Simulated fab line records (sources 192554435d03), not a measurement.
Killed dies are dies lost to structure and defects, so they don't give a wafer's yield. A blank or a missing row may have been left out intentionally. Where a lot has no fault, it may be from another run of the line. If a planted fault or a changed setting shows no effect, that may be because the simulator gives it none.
Matching of chambers || flow n5_finfet || rie_diel-05 running N5_BEOL_M15_VIA_ETCH_16: 4 sister chambers
The step etches SiO2 in C4F8/O2/Ar, target depth 1792.2 nm. 18 wafers are shown with their chamber, then 9 later ones without.

== WAFERS WITH THEIR CHAMBER ==
{"wafer": "L074.3", "chamber": 2, "drypump_motor_current_A (A)": 6.1, "rf_vpp_V (V)": 2262, "showerhead_plenum_p_Torr (Torr)": 3.44}
{"wafer": "L074.4", "chamber": 3, "drypump_motor_current_A (A)": 5.9, "rf_vpp_V (V)": 2224, "showerhead_plenum_p_Torr (Torr)": 3.43}
{"wafer": "L074.6", "chamber": 0, "drypump_motor_current_A (A)": 4.8, "rf_vpp_V (V)": 2235, "showerhead_plenum_p_Torr (Torr)": 3.52}
{"wafer": "L077.1", "chamber": 3, "drypump_motor_current_A (A)": 5.8, "rf_vpp_V (V)": 2224, "showerhead_plenum_p_Torr (Torr)": 3.42}
{"wafer": "L077.3", "chamber": 2, "drypump_motor_current_A (A)": 6.1, "rf_vpp_V (V)": 2262, "showerhead_plenum_p_Torr (Torr)": 3.43}
{"wafer": "L077.4", "chamber": 3, "drypump_motor_current_A (A)": 5.8, "rf_vpp_V (V)": 2225, "showerhead_plenum_p_Torr (Torr)": 3.42}
{"wafer": "L079.1", "chamber": 1, "drypump_motor_current_A (A)": 5.8, "rf_vpp_V (V)": 2181, "showerhead_plenum_p_Torr (Torr)": 3.30}
{"wafer": "L079.5", "chamber": 2, "drypump_motor_current_A (A)": 6.1, "rf_vpp_V (V)": 2260, "showerhead_plenum_p_Torr (Torr)": 3.43}
{"wafer": "L079.6", "chamber": 3, "drypump_motor_current_A (A)": 5.8, "rf_vpp_V (V)": 2224, "showerhead_plenum_p_Torr (Torr)": 3.42}
{"wafer": "L081.2", "chamber": 1, "drypump_motor_current_A (A)": 5.8, "rf_vpp_V (V)": 2182, "showerhead_plenum_p_Torr (Torr)": 3.29}
{"wafer": "L081.3", "chamber": 2, "drypump_motor_current_A (A)": 6.1, "rf_vpp_V (V)": 2260, "showerhead_plenum_p_Torr (Torr)": 3.43}
{"wafer": "L081.4", "chamber": 0, "drypump_motor_current_A (A)": 4.8, "rf_vpp_V (V)": 2235, "showerhead_plenum_p_Torr (Torr)": 3.51}
{"wafer": "L084.3", "chamber": 0, "drypump_motor_current_A (A)": 4.8, "rf_vpp_V (V)": 2234, "showerhead_plenum_p_Torr (Torr)": 3.51}
{"wafer": "L084.5", "chamber": 2, "drypump_motor_current_A (A)": 6.1, "rf_vpp_V (V)": 2260, "showerhead_plenum_p_Torr (Torr)": 3.43}
{"wafer": "L084.6", "chamber": 1, "drypump_motor_current_A (A)": 5.8, "rf_vpp_V (V)": 2180, "showerhead_plenum_p_Torr (Torr)": 3.29}
{"wafer": "L083.2", "chamber": 1, "drypump_motor_current_A (A)": 5.8, "rf_vpp_V (V)": 2182, "showerhead_plenum_p_Torr (Torr)": 3.29}
{"wafer": "L083.5", "chamber": 1, "drypump_motor_current_A (A)": 5.8, "rf_vpp_V (V)": 2182, "showerhead_plenum_p_Torr (Torr)": 3.29}
{"wafer": "L083.6", "chamber": 0, "drypump_motor_current_A (A)": 4.8, "rf_vpp_V (V)": 2235, "showerhead_plenum_p_Torr (Torr)": 3.51}

SIGNATURES, as means of the wafers listed above
{"reading": "drypump_motor_current_A", "chamber 0": 4.800, "chamber 1": 5.800, "chamber 2": 6.100, "chamber 3": 5.825, "scatter within a chamber": 0.0231}
{"reading": "rf_vpp_V", "chamber 0": 2234.75, "chamber 1": 2181.40, "chamber 2": 2260.80, "chamber 3": 2224.25, "scatter within a chamber": 0.824}
{"reading": "showerhead_plenum_p_Torr", "chamber 0": 3.5125, "chamber 1": 3.2920, "chamber 2": 3.4320, "chamber 3": 3.4225, "scatter within a chamber": 0.00471}
Rule: a wafer lies at a distance from a chamber equal to the root of the sum of squares, over the readings, of (its reading less the chamber's mean, divided by the reading's scatter). If the next closest chamber is less than 2 further off than the closest, the wafer can't be placed; otherwise it belongs to the closest. The scatter: take each reading less its chamber's mean, square it, sum over the shown wafers, divide by the number of wafers less the number of chambers, and take the root.

== WAFERS MISSING THEIR CHAMBER ==
{"wafer": "L082.4", "drypump_motor_current_A (A)": 6.1, "rf_vpp_V (V)": 2259, "showerhead_plenum_p_Torr (Torr)": 3.42}
{"wafer": "L082.5", "drypump_motor_current_A (A)": 5.8, "rf_vpp_V (V)": 2181, "showerhead_plenum_p_Torr (Torr)": 3.29}
{"wafer": "L082.6", "drypump_motor_current_A (A)": 6.1, "rf_vpp_V (V)": 2261, "showerhead_plenum_p_Torr (Torr)": 3.42}
{"wafer": "L085.2", "drypump_motor_current_A (A)": 5.8, "rf_vpp_V (V)": 2223, "showerhead_plenum_p_Torr (Torr)": 3.41}
{"wafer": "L085.3", "drypump_motor_current_A (A)": 4.8, "rf_vpp_V (V)": 2234, "showerhead_plenum_p_Torr (Torr)": 3.51}
{"wafer": "L085.6", "drypump_motor_current_A (A)": 6.1, "rf_vpp_V (V)": 2261, "showerhead_plenum_p_Torr (Torr)": 3.42}
{"wafer": "L089.1", "drypump_motor_current_A (A)": 5.9, "rf_vpp_V (V)": 2221, "showerhead_plenum_p_Torr (Torr)": 3.41}
{"wafer": "L089.4", "drypump_motor_current_A (A)": 4.8, "rf_vpp_V (V)": 2235, "showerhead_plenum_p_Torr (Torr)": 3.50}
{"wafer": "L089.6", "drypump_motor_current_A (A)": 6.1, "rf_vpp_V (V)": 2259, "showerhead_plenum_p_Torr (Torr)": 3.42}

== CHAMBER TAKEN BY EACH ==
{"wafer": "L082.4", "from the rows above": 2, "in truth": 2}
{"wafer": "L082.5", "from the rows above": 1, "in truth": 1}
{"wafer": "L082.6", "from the rows above": 2, "in truth": 2}
{"wafer": "L085.2", "from the rows above": 3, "in truth": 3}
{"wafer": "L085.3", "from the rows above": 0, "in truth": 0}
{"wafer": "L085.6", "from the rows above": 2, "in truth": 2}
{"wafer": "L089.1", "from the rows above": 3, "in truth": 3}
{"wafer": "L089.4", "from the rows above": 0, "in truth": 0}
{"wafer": "L089.6", "from the rows above": 2, "in truth": 2}
Correct placement for 9 of the 9. Left unplaced by these rows: 0. Number placed wrongly: 0.
